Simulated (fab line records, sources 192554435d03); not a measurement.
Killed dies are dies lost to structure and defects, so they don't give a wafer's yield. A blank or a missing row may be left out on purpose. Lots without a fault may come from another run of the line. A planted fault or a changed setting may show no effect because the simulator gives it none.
Chamber matching | flow n5_finfet | N5_FIN_SAQP_PECVD_47 on pecvd-03: 3 sister chambers
The step deposits a-Si from SiH4/He, target thk 45 nm, time 36.3 s. 3 wafers are shown with their chamber, then 9 later ones without.

WAFERS WITH THEIR CHAMBER
wafer  | chamber | showerhead_plenum_p_Torr (Torr)
L087.6 | 2       | 5.64
L088.5 | 0       | 5.65
L088.6 | 1       | 5.59

WAFERS WITHOUT THEIR CHAMBER
wafer  | showerhead_plenum_p_Torr (Torr)
L090.3 | 5.64
L090.5 | 5.58
L090.6 | 5.65
L094.1 | 5.65
L094.5 | 5.67
L094.6 | 5.64
L096.3 | 5.67
L096.4 | 5.66
L096.6 | 5.57

WHICH CHAMBER EACH WENT THROUGH
wafer  | from the rows above     | in truth
L090.3 | can't be placed: 2 or 0 | 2
L090.5 | 1                       | 1
L090.6 | can't be placed: 0 or 2 | 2
L094.1 | can't be placed: 0 or 2 | 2
L094.5 | can't be placed: 0 or 2 | 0
L094.6 | can't be placed: 2 or 0 | 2
L096.3 | can't be placed: 0 or 2 | 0
L096.4 | can't be placed: 0 or 2 | 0
L096.6 | 1                       | 1
Placed correctly: 2 of 9. Can't be placed from these rows: 7 (the true chamber is among the candidates in 7). Placed wrongly: 0.
How it was worked out, from the rows above alone: a wafer's distance from a chamber is the root of the sum, over the readings, of the square of ((its reading less the chamber's mean) divided by the reading's scatter). The wafer belongs to the nearest chamber; if the next one is less than 2 further off, it can't be placed. A chamber's mean is the mean of its shown wafers. The scatter: with one shown wafer a chamber, the root of the mean of the squares of how far each hidden wafer lies from its nearest shown one.
